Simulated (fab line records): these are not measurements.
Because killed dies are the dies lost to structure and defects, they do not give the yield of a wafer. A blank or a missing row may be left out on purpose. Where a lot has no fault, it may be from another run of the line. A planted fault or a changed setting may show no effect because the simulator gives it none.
Chamber matching / flow nand-harc / NHARC_A_STAIRCASE_ETCH_444 on rie-diel-05 has 4 sister chambers
The step etches the open film in C4F8/O2, target depth 20400 nm, time 6800 s. 18 wafers are shown with their chamber, then 9 later ones without.

== WAFERS WITH THEIR CHAMBER ==
wafer=L079.4; chamber=0; rf-vpp-V (V)=799; oes-product-au (a.u.)=0.918; bias-w (W)=999.8
wafer=L079.5; chamber=2; rf-vpp-V (V)=804; oes-product-au (a.u.)=0.915; bias-w (W)=1002.5
wafer=L079.6; chamber=3; rf-vpp-V (V)=807; oes-product-au (a.u.)=0.930; bias-w (W)=1003.4
wafer=L076.1; chamber=0; rf-vpp-V (V)=799; oes-product-au (a.u.)=0.921; bias-w (W)=999.0
wafer=L076.2; chamber=1; rf-vpp-V (V)=810; oes-product-au (a.u.)=0.912; bias-w (W)=996.9
wafer=L076.6; chamber=0; rf-vpp-V (V)=799; oes-product-au (a.u.)=0.919; bias-w (W)=998.3
wafer=L080.2; chamber=3; rf-vpp-V (V)=808; oes-product-au (a.u.)=0.919; bias-w (W)=998.9
wafer=L080.4; chamber=2; rf-vpp-V (V)=803; oes-product-au (a.u.)=0.929; bias-w (W)=1001.1
wafer=L080.5; chamber=2; rf-vpp-V (V)=802; oes-product-au (a.u.)=0.926; bias-w (W)=999.8
wafer=L085.1; chamber=1; rf-vpp-V (V)=810; oes-product-au (a.u.)=0.920; bias-w (W)=999.0
wafer=L085.2; chamber=2; rf-vpp-V (V)=804; oes-product-au (a.u.)=0.933; bias-w (W)=1004.6
wafer=L085.6; chamber=2; rf-vpp-V (V)=803; oes-product-au (a.u.)=0.937; bias-w (W)=998.0
wafer=L086.3; chamber=2; rf-vpp-V (V)=805; oes-product-au (a.u.)=0.920; bias-w (W)=1001.9
wafer=L086.5; chamber=2; rf-vpp-V (V)=803; oes-product-au (a.u.)=0.924; bias-w (W)=1000.3
wafer=L086.6; chamber=1; rf-vpp-V (V)=811; oes-product-au (a.u.)=0.910; bias-w (W)=997.1
wafer=L087.2; chamber=0; rf-vpp-V (V)=798; oes-product-au (a.u.)=0.915; bias-w (W)=998.0
wafer=L087.4; chamber=2; rf-vpp-V (V)=803; oes-product-au (a.u.)=0.926; bias-w (W)=1001.3
wafer=L087.6; chamber=1; rf-vpp-V (V)=811; oes-product-au (a.u.)=0.911; bias-w (W)=998.3

SIGNATURES, as means of the wafers listed above
reading=rf-vpp-V; chamber 0=798.75; chamber 1=810.50; chamber 2=803.38; chamber 3=807.50; scatter within a chamber=0.762
reading=oes-product-au; chamber 0=0.91825; chamber 1=0.91325; chamber 2=0.92625; chamber 3=0.92450; scatter within a chamber=0.00586
reading=bias-w; chamber 0=998.775; chamber 1=997.825; chamber 2=1001.188; chamber 3=1001.150; scatter within a chamber=1.73
Rule: a wafer's distance from a chamber is the root of the sum, over the readings, of the square of ((its reading less the chamber's mean) divided by the reading's scatter). The wafer belongs to the nearest chamber; if the next one is less than 2 further off, it can't be placed. The scatter: the root of (the sum of the squares of (reading less its chamber's mean) over the shown wafers, divided by (wafers less chambers)).

== WAFERS WITHOUT THEIR CHAMBER ==
wafer=L089.3; rf-vpp-V (V)=806; oes-product-au (a.u.)=0.922; bias-w (W)=1001.1
wafer=L089.6; rf-vpp-V (V)=799; oes-product-au (a.u.)=0.922; bias-w (W)=1002.3
wafer=L089.4; rf-vpp-V (V)=808; oes-product-au (a.u.)=0.920; bias-w (W)=1001.3
wafer=L095.4; rf-vpp-V (V)=808; oes-product-au (a.u.)=0.943; bias-w (W)=997.3
wafer=L095.5; rf-vpp-V (V)=815; oes-product-au (a.u.)=0.945; bias-w (W)=1002.5
wafer=L095.6; rf-vpp-V (V)=810; oes-product-au (a.u.)=0.969; bias-w (W)=1003.9
wafer=L096.2; rf-vpp-V (V)=805; oes-product-au (a.u.)=0.918; bias-w (W)=1002.4
wafer=L096.4; rf-vpp-V (V)=815; oes-product-au (a.u.)=0.919; bias-w (W)=1000.2
wafer=L096.5; rf-vpp-V (V)=809; oes-product-au (a.u.)=0.919; bias-w (W)=1002.8

== EACH ONE'S CHAMBER ==
wafer=L089.3; from the rows above=can't be placed: 3 or 2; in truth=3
wafer=L089.6; from the rows above=0; in truth=0
wafer=L089.4; from the rows above=3; in truth=3
wafer=L095.4; from the rows above=3; in truth=3
wafer=L095.5; from the rows above=1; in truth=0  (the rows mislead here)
wafer=L095.6; from the rows above=can't be placed: 3 or 1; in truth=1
wafer=L096.2; from the rows above=can't be placed: 2 or 3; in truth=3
wafer=L096.4; from the rows above=1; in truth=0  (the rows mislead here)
wafer=L096.5; from the rows above=can't be placed: 3 or 1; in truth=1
Correctly placed: 3 of 9. From these rows, 4 cannot be placed; in 4 the true chamber is one of the candidates. 2 placed wrongly.
